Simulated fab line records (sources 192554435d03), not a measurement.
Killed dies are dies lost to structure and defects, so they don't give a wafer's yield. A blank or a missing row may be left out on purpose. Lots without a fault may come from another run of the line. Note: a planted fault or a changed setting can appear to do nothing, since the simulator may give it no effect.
Matching of chambers | flow n5Finfet | 3 sister chambers for N5_BEOL_M11_PECVD_70 on pecvd-02
The step deposits SiO2 from TEOS/O2, target thk 20 nm, time 22.7 s. 22 wafers are shown with their chamber, then 11 later ones without.

## WAFERS, EACH WITH ITS CHAMBER
wafer  | chamber | throttleValvePct (%) | showerheadPlenumPTorr (Torr) | heaterPowerW (W)
L075.3 | 0       | 24.3                 | 8.73                         | 710
L075.4 | 0       | 24.4                 | 8.74                         | 726
L075.6 | 1       | 22.9                 | 8.79                         | 757
L077.1 | 2       | 22.0                 | 8.74                         | 861
L077.2 | 1       | 23.1                 | 8.78                         | 783
L077.5 | 1       | 22.9                 | 8.78                         | 796
L078.2 | 1       | 23.0                 | 8.77                         | 799
L078.3 | 1       | 22.8                 | 8.79                         | 810
L078.5 | 0       | 24.2                 | 8.73                         | 807
L080.1 | 2       | 22.2                 | 8.75                         | 827
L080.2 | 1       | 23.0                 | 8.77                         | 773
L080.4 | 2       | 21.8                 | 8.74                         | 852
L084.2 | 1       | 23.0                 | 8.77                         | 678
L084.4 | 2       | 21.8                 | 8.73                         | 803
L084.5 | 1       | 22.9                 | 8.81                         | 661
L085.1 | 2       | 21.9                 | 8.74                         | 870
L085.3 | 1       | 22.9                 | 8.75                         | 668
L085.5 | 2       | 22.0                 | 8.75                         | 846
L089.3 | 0       | 24.6                 | 8.73                         | 679
L089.4 | 2       | 22.1                 | 8.77                         | 808
L089.6 | 1       | 23.0                 | 8.76                         | 740
L090.4 | 1       | 23.2                 | 8.76                         | 787

SIGNATURES, as means of the wafers listed above
reading               | chamber 0 | chamber 1 | chamber 2 | scatter within a chamber
throttleValvePct      | 24.375    | 22.973    | 21.971    | 0.134
showerheadPlenumPTorr | 8.7325    | 8.7755    | 8.7457    | 0.0144
heaterPowerW          | 730.50    | 750.18    | 838.14    | 48.2
Rule: distance of a wafer from a chamber = root of the sum over the readings of ((wafer's reading minus chamber's mean) / reading's scatter) squared. The wafer belongs to the nearest chamber; if the next one is less than 2 further off, it can't be placed. How the scatter is found: for the shown wafers, subtract from each reading the mean of its chamber, square and add these, divide the total by (wafers less chambers), then take the root.

## WAFERS WITHOUT THEIR CHAMBER
wafer  | throttleValvePct (%) | showerheadPlenumPTorr (Torr) | heaterPowerW (W)
L090.5 | 24.4                 | 8.73                         | 821
L090.6 | 22.1                 | 8.72                         | 819
L092.2 | 24.5                 | 8.74                         | 829
L092.4 | 22.9                 | 8.80                         | 738
L092.5 | 24.0                 | 8.75                         | 825
L094.2 | 22.9                 | 8.75                         | 789
L094.4 | 22.1                 | 8.75                         | 804
L094.6 | 23.9                 | 8.75                         | 755
L096.2 | 21.9                 | 8.73                         | 847
L096.4 | 22.9                 | 8.77                         | 717
L096.6 | 24.3                 | 8.73                         | 712

## CHAMBER TAKEN BY EACH
wafer  | from the rows above | in truth
L090.5 | 0                   | 0
L090.6 | 2                   | 2
L092.2 | 0                   | 0
L092.4 | 1                   | 1
L092.5 | 0                   | 0
L094.2 | 1                   | 1
L094.4 | 2                   | 2
L094.6 | 0                   | 0
L096.2 | 2                   | 2
L096.4 | 1                   | 1
L096.6 | 0                   | 0
11 of 11 placed correctly. Can't be placed from these rows: 0. Number placed wrongly: 0.
